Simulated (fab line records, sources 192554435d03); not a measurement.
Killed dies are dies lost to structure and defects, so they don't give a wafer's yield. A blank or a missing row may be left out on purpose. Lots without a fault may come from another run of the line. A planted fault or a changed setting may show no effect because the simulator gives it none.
Split-lot experiment | flow n5_finfet | 7 lots, 21 wafers read, on a route of 1938 steps

THE SPLIT
At N5_MOL_CONTACT_COAG_CVD_140 (deposits W, target thk 66.5 nm, time 215 s), the setting target_thk_a was moved away from the recipe's 665 angstrom on 4 of the 21 wafers read, by -12.9% to +9.6%. The other wafers ran this setting at the recipe's value.

The reading is taken at the split's own step.

THE READING
W_of_MOL_CONTACT_COAG_CVD_140.thk_nm (the simulator's own value, which no gauge read), in nm, at N5_MOL_CONTACT_COAG_CVD_140 (deposits W, target thk 66.5 nm, time 215 s). The file gives no usual value for it. The 17 wafers here that ran the recipe average 67.3 nm, standard deviation 0.99 nm.

wafer  | tool, chamber at the split | target_thk_a as run, angstrom | against the recipe | W_of_MOL_CONTACT_COAG_CVD_140.thk_nm, nm | against lot-mates on the recipe
L078.2 | cvd_w-02, 1                | 665                           | recipe             | 68.2                                     | -
L078.5 | cvd_w-02, 0                | 665                           | recipe             | 68                                       | -
L078.6 | cvd_w-02, 1                | 665                           | recipe             | 67.4                                     | -
L081.1 | cvd_w-02, 0                | 665                           | recipe             | 65.4                                     | -
L081.4 | cvd_w-02, 0                | 579.3                         | -12.9%             | 58                                       | -8.2
L081.5 | cvd_w-02, 0                | 665                           | recipe             | 67                                       | -
L083.1 | cvd_w-02, 0                | 665                           | recipe             | 66                                       | -
L083.2 | cvd_w-02, 1                | 665                           | recipe             | 67                                       | -
L083.3 | cvd_w-02, 1                | 665                           | recipe             | 66.4                                     | -
L088.4 | cvd_w-01, 1                | 699.4                         | +5.2%              | 70                                       | +3.6
L088.5 | cvd_w-01, 0                | 699.4                         | +5.2%              | 70.4                                     | +4.0
L088.6 | cvd_w-01, 1                | 665                           | recipe             | 66.4                                     | -
L089.2 | cvd_w-01, 0                | 665                           | recipe             | 67                                       | -
L089.3 | cvd_w-01, 1                | 728.7                         | +9.6%              | 73                                       | +6.2
L089.5 | cvd_w-01, 1                | 665                           | recipe             | 66.6                                     | -
L090.1 | cvd_w-01, 1,0              | 665                           | recipe             | 69                                       | -
L090.4 | cvd_w-01, 1,0              | 665                           | recipe             | 69                                       | -
L090.2 | cvd_w-01, 0                | 665                           | recipe             | 68.6                                     | -
L093.1 | cvd_w-02, 1                | 665                           | recipe             | 67                                       | -
L093.2 | cvd_w-02, 0                | 665                           | recipe             | 67.4                                     | -
L093.6 | cvd_w-02, 1                | 665                           | recipe             | 67.6                                     | -
Where a row lists several chambers, the file gives one row for several wafers and doesn't say which wafer went through which chamber.

THE FIT
A straight line over all 21 wafers: W_of_MOL_CONTACT_COAG_CVD_140.thk_nm changes by +0.659 nm for each +1% of target_thk_a; r = +0.94; the points scatter about the line by 0.97 nm.
The same after taking each lot's own level away (the mean of its wafers on the recipe; 21 wafers): +0.655 nm for each +1%; r = +0.99; scatter 0.39 nm.
On that fit, the largest move of target_thk_a shifts the reading by 8.4 nm.
The lots' own levels span 66.20 to 68.87 nm, that is 2.7 times the standard deviation above.
So the lot-to-lot level changes the slope little: the two slopes agree.
Check: with one of the wafers moved furthest among these (-12.9%) left out of the fit, the line predicts -8.71 nm for it against its lot-mates. It came out at -8.2 nm against them.

OTHER SPLITS ON THESE WAFERS
These wafers also went through other splits before the reading. Each is held against what the fit with the lots' levels taken away leaves over:
other split on the same wafers        | wafers away from the commonest value | r with W_of_MOL_CONTACT_COAG_CVD_140.thk_nm (lot level and that fit taken away)
N5_SD_EPI_P_COAT_35 spin_rpm          | 6                                    | +0.23
N5_HKMG_FIN_ETCH_35 bias_w            | 8                                    | +0.23
N5_GATE_CUT_ALD_22 ald_cycles         | 5                                    | +0.33
N5_MOL_CONTACT_COAG_PECVD_31 temp_c   | 2                                    | -0.34
N5_MOL_CONTACT_COAG_EXPOSE_81 dose_mj | 6                                    | -0.02

THE FILE'S OWN FIT
W_of_MOL_CONTACT_COAG_CVD_140.thk_nm changes by +0.649 nm for each +1% of target_thk_a, r = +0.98.
